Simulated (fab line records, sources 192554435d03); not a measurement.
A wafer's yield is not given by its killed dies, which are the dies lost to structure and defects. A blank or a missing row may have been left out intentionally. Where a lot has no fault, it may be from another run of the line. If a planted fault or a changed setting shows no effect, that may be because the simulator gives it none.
Matching of chambers || flow n5Finfet || N5_MOL_CONTACT_COAG_STRIP_96 on rieDiel-04: 4 sister chambers
The step strips in N2/H2. 8 wafers are shown with their chamber, then 9 later ones without.

## WAFERS WITH THEIR CHAMBER
{"wafer": "L078.6", "chamber": 1, "showerheadPlenumPTorr (Torr)": 3.20, "oesProductAu (a.u.)": 0.73}
{"wafer": "L080.1", "chamber": 2, "showerheadPlenumPTorr (Torr)": 3.28, "oesProductAu (a.u.)": 0.90}
{"wafer": "L080.6", "chamber": 3, "showerheadPlenumPTorr (Torr)": 3.34, "oesProductAu (a.u.)": 0.74}
{"wafer": "L082.1", "chamber": 1, "showerheadPlenumPTorr (Torr)": 3.19, "oesProductAu (a.u.)": 0.74}
{"wafer": "L082.6", "chamber": 0, "showerheadPlenumPTorr (Torr)": 3.55, "oesProductAu (a.u.)": 0.90}
{"wafer": "L090.1", "chamber": 2, "showerheadPlenumPTorr (Torr)": 3.27, "oesProductAu (a.u.)": 0.86}
{"wafer": "L090.4", "chamber": 0, "showerheadPlenumPTorr (Torr)": 3.55, "oesProductAu (a.u.)": 0.89}
{"wafer": "L090.5", "chamber": 3, "showerheadPlenumPTorr (Torr)": 3.33, "oesProductAu (a.u.)": 0.73}

## WAFERS WITH NO CHAMBER GIVEN
{"wafer": "L091.3", "showerheadPlenumPTorr (Torr)": 3.18, "oesProductAu (a.u.)": 0.72}
{"wafer": "L091.4", "showerheadPlenumPTorr (Torr)": 3.27, "oesProductAu (a.u.)": 0.85}
{"wafer": "L091.5", "showerheadPlenumPTorr (Torr)": 3.27, "oesProductAu (a.u.)": 0.85}
{"wafer": "L094.1", "showerheadPlenumPTorr (Torr)": 3.32, "oesProductAu (a.u.)": 0.73}
{"wafer": "L094.2", "showerheadPlenumPTorr (Torr)": 3.18, "oesProductAu (a.u.)": 0.71}
{"wafer": "L094.4", "showerheadPlenumPTorr (Torr)": 3.27, "oesProductAu (a.u.)": 0.84}
{"wafer": "L097.2", "showerheadPlenumPTorr (Torr)": 3.54, "oesProductAu (a.u.)": 0.87}
{"wafer": "L097.4", "showerheadPlenumPTorr (Torr)": 3.18, "oesProductAu (a.u.)": 0.71}
{"wafer": "L097.6", "showerheadPlenumPTorr (Torr)": 3.54, "oesProductAu (a.u.)": 0.87}

## WHICH CHAMBER EACH ONE RAN IN
{"wafer": "L091.3", "from the rows above": 1, "in truth": 1}
{"wafer": "L091.4", "from the rows above": 2, "in truth": 2}
{"wafer": "L091.5", "from the rows above": 2, "in truth": 2}
{"wafer": "L094.1", "from the rows above": 3, "in truth": 3}
{"wafer": "L094.2", "from the rows above": 1, "in truth": 1}
{"wafer": "L094.4", "from the rows above": 2, "in truth": 2}
{"wafer": "L097.2", "from the rows above": 0, "in truth": 0}
{"wafer": "L097.4", "from the rows above": 1, "in truth": 1}
{"wafer": "L097.6", "from the rows above": 0, "in truth": 0}
Correctly placed: 9 of 9. Left unplaced by these rows: 0. Number placed wrongly: 0.
How it was worked out, from the rows above alone: a wafer's distance from a chamber is the root of the sum, over the readings, of the square of ((its reading less the chamber's mean) divided by the reading's scatter). If the next closest chamber is less than 2 further off than the closest, the wafer can't be placed; otherwise it belongs to the closest. A chamber's mean is the mean of its shown wafers. The scatter: the root of (the sum of the squares of (reading less its chamber's mean) over the shown wafers, divided by (wafers less chambers)).
